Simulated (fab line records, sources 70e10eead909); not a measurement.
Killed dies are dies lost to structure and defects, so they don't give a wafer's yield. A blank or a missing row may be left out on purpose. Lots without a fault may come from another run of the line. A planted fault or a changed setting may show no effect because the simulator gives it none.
Chamber matching | flow nand_harc | NHARC_A_M0_PRE_CLEAN_31 on pecvd-03: 3 sister chambers
The step time 12 s. 6 wafers are shown with their chamber, then 12 later ones without.

WAFERS WITH THEIR CHAMBER
wafer  | chamber | heater_power_w (W) | rf_fwd_power_W (W)
L089.4 | 0       | 602                | 294.5
L092.4 | 0       | 559                | 293.9
L092.6 | 1       | 744                | 292.8
L091.1 | 2       | 718                | 292.0
L091.4 | 2       | 724                | 292.3
L091.5 | 1       | 821                | 293.9

WAFERS WITHOUT THEIR CHAMBER
wafer  | heater_power_w (W) | rf_fwd_power_W (W)
L095.2 | 676                | 292.5
L095.3 | 887                | 292.7
L095.4 | 860                | 292.4
L093.2 | 594                | 293.8
L093.4 | 603                | 293.7
L093.5 | 784                | 294.4
L094.4 | 837                | 292.9
L094.5 | 590                | 293.0
L094.6 | 831                | 292.3
L097.3 | 771                | 292.6
L097.4 | 622                | 291.2
L097.5 | 774                | 293.2

WHICH CHAMBER EACH WENT THROUGH
wafer  | from the rows above     | in truth
L095.2 | can't be placed: 2 or 1 | 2
L095.3 | can't be placed: 1 or 2 | 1
L095.4 | can't be placed: 1 or 2 | 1
L093.2 | 0                       | 0
L093.4 | 0                       | 0
L093.5 | 1                       | 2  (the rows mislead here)
L094.4 | can't be placed: 1 or 2 | 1
L094.5 | can't be placed: 0 or 2 | 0
L094.6 | can't be placed: 1 or 2 | 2
L097.3 | can't be placed: 1 or 2 | 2
L097.4 | 2                       | 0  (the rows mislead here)
L097.5 | 1                       | 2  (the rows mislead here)
Placed correctly: 2 of 12. Can't be placed from these rows: 7 (the true chamber is among the candidates in 7). Placed wrongly: 3.
How it was worked out, from the rows above alone: a wafer's distance from a chamber is the root of the sum, over the readings, of the square of ((its reading less the chamber's mean) divided by the reading's scatter). The wafer belongs to the nearest chamber; if the next one is less than 2 further off, it can't be placed. A chamber's mean is the mean of its shown wafers. The scatter: the root of (the sum of the squares of (reading less its chamber's mean) over the shown wafers, divided by (wafers less chambers)).
